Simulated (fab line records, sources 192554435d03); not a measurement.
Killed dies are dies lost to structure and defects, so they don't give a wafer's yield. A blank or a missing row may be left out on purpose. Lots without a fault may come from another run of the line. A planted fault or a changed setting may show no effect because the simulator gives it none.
A struck lot beside a sound one | flow n5_finfet | 41 steps out of a route of 1938
Sound: wafers L286.1, L286.2, L286.5. Struck: wafers L291.1, L291.3, L291.5. The cause comes at the end.
At each step with rows: each side's tool, then ch and its chambers, then its first start. Under that, the readings that differ: sound wafers | struck wafers | difference of the means | sigmas: that difference in standard deviations of wafers without a fault.
alike: readings whose means differ by less than 2 such deviations, and words and numbers that are the same on both sides. not compared: withheld readings, readings that some wafer has no value for, bounds like >300 that may hide the same value, and numbers for which the record gives no deviation and whose values overlap.
The two part at a step that has a row with sigmas, a row that says differs or no value, or rows on one side only. Numbers that don't overlap but have no deviation are shown without sigmas and don't part them. A reading that every wafer of one side lacks parts them only if that side has two wafers or more.

first, 4 steps without rows for these wafers: N5_BEOL_M11_HM_STRIP_39 (strips TiN in peroxide tin strip, target depth 25 nm, time 158 s); N5_BEOL_M11_SRD_40 (time 30 s); N5_BEOL_M11_PRECLEAN_42 (cleans in residue remover, time 60 s); N5_BEOL_M11_SRD_43 (time 30 s).
N5_BEOL_M11_CD_MEAS_35: target cd 70 nm.
  sound on cd_sem-03, day 11 22:14; struck on cd_sem-03, day 13 09:29
  alike: cd_nm
then, 4 steps without rows for these wafers: N5_BEOL_M11_CURE_72 (cures SiCOH lowk, time 120 s); N5_BEOL_M11_DEGAS_44 (time 60 s); N5_BEOL_M11_PRE_CLEAN_45 (time 30 s); N5_BEOL_M11_ALD_74 (deposits TaN, target thk 2 nm, pulse time 2 s, purge time 3 s).
N5_BEOL_M11_SURFACE_TREAT_76:
  sound on pvd_sputter-03, day 12 00:49; struck on pvd_sputter-02, day 13 10:46
  not compared: throttle_valve_pct
then, 2 steps without rows for these wafers: N5_BEOL_M11_CVD_75 (deposits Co from CCTBA/H2, target thk 2 nm, time 138.9 s); N5_BEOL_M11_SPUTTER_48 (material Cu, target thk 12 nm, time 2 s).
N5_BEOL_M11_ECD_50: material Cu, target thk 318 nm.
  sound on ecd_cu-01 ch 0,1, day 12 01:09; struck on ecd_cu-01 ch 0,1, day 13 11:08
N5_BEOL_M11_ANNEAL_51: time 90 s.
  sound on rtp_anneal-01 ch 0, day 12 01:16; struck on rtp_anneal-02 ch 0, day 13 11:14
  alike: wafer_temp_C_max
then, 1 step without rows for these wafers: N5_BEOL_M11_CMP_52 (polishes, stops on SiCOH lowk, t overpolish 7 s, target thk 140 nm).
N5_BEOL_M11_THK_MEAS_53: measures by xrf.
  sound on film_metro-02, day 12 01:51; struck on film_metro-01, day 13 11:50
  alike: M11_THK
then, 2 steps without rows for these wafers: N5_BEOL_M11_PRE_CLEAN_55 (time 15 s); N5_BEOL_M11_DEP_56 (deposits SiCN from 3MS/NH3, target thk 30 nm, time 10.5 s).
N5_BEOL_M11_RS_MEAS_57: measures by four-point-probe.
  sound on film_metro-02, day 12 01:58; struck on film_metro-01, day 13 11:58
  alike: M11_RS
N5_BEOL_M12_ILD_DEP_00: deposits SiOC from DEMS/O2, target thk 658.92 nm, time 130.7 s.
  sound on pecvd-01 ch 0,1,2, day 12 02:02; struck on pecvd-03 ch 0,1, day 13 12:01
  alike: heater_power_w, showerhead_plenum_p_Torr, throttle_valve_pct
N5_BEOL_M12_THK_MEAS_01:
  sound on film_metro-02, day 12 02:10; struck on film_metro-01, day 13 12:09
  reading          | sound       | struck      | difference | sigmas
  M12_ILD_THK (nm) | 665 661 672 | 640 644 653 | -20        | -2
then, 8 steps without rows for these wafers: N5_BEOL_M12_COAT_58 (time 60 s, resist thk 89 nm); N5_BEOL_M12_COAT_04 (resist thk 400 nm); N5_BEOL_M12_EBR_06; N5_BEOL_M12_SOFTBAKE_05 (time 60 s); N5_BEOL_M12_EXPOSE_07 (exposes mask V11); N5_BEOL_M12_PEB_08 (peb time 90 s); N5_BEOL_M12_DEVELOP_09 (develop time 45 s); N5_BEOL_M12_HARDBAKE_14 (time 120 s).
N5_BEOL_M12_CD_MEAS_10: target cd 140 nm.
  sound on cd_sem-03 ch 0, day 12 02:35; struck on cd_sem-02 ch 0, day 13 12:28
  alike: cd_nm
N5_BEOL_M12_OVL_MEAS_11:
  sound on overlay-02 ch 0, day 12 02:37; struck on overlay-02 ch 0, day 13 12:29
  alike: V11_OVL
then, 2 steps without rows for these wafers: N5_BEOL_M12_DESCUM_15 (chemistry O2, time 7.9 s); N5_BEOL_M12_ETCH_59 (etches BARC in N2/H2, target depth 89 nm, overetch 26.7 nm, time 67.9 s).
N5_BEOL_M12_VIA_ETCH_16: etches SiOC in C4F8/O2/Ar, target depth 724.8 nm.
  sound on rie_diel-04 ch 1,2,3, day 12 02:46; struck on rie_diel-05 ch 0,3, day 13 12:52
  alike: drypump_motor_current_A, oes_product_au, rf_vpp_V, showerhead_plenum_p_Torr, throttle_valve_pct
then, 1 step without rows for these wafers: N5_BEOL_M12_STRIP_63 (strips in N2/H2).
N5_BEOL_M12_STRIP_64: strips in N2/H2.
  sound on plasma_asher-01 ch 0,1, day 12 03:02; struck on plasma_asher-02 ch 0,1, day 13 13:07
  alike: drypump_motor_current_A, heater_power_w, oes_product_au, strip_time_to_endpoint_s
  not compared: rf_hours_counter_h
then, 2 steps without rows for these wafers: N5_BEOL_M12_STRIP_71 (strips in post etch residue remover, time 60 s); N5_BEOL_M12_SRD_72 (time 30 s, dry time 30 s).
N5_BEOL_M12_CD_MEAS_17: target cd 140 nm.
  sound on cd_sem-02, day 12 03:11; struck on cd_sem-03, day 13 13:16
  alike: cd_nm
then, 1 step without rows for these wafers: N5_BEOL_M12_COAT_65 (time 60 s, resist thk 300 nm).
N5_PASSIVATION_PROBE_49:
  the record has rows for the struck wafers here (prober-01, day 15 03:58) and none for the sound ones

WHERE THEY PART
First at N5_BEOL_M12_THK_MEAS_01; last, within this record, at N5_PASSIVATION_PROBE_49.

WHY: what the simulator had put in
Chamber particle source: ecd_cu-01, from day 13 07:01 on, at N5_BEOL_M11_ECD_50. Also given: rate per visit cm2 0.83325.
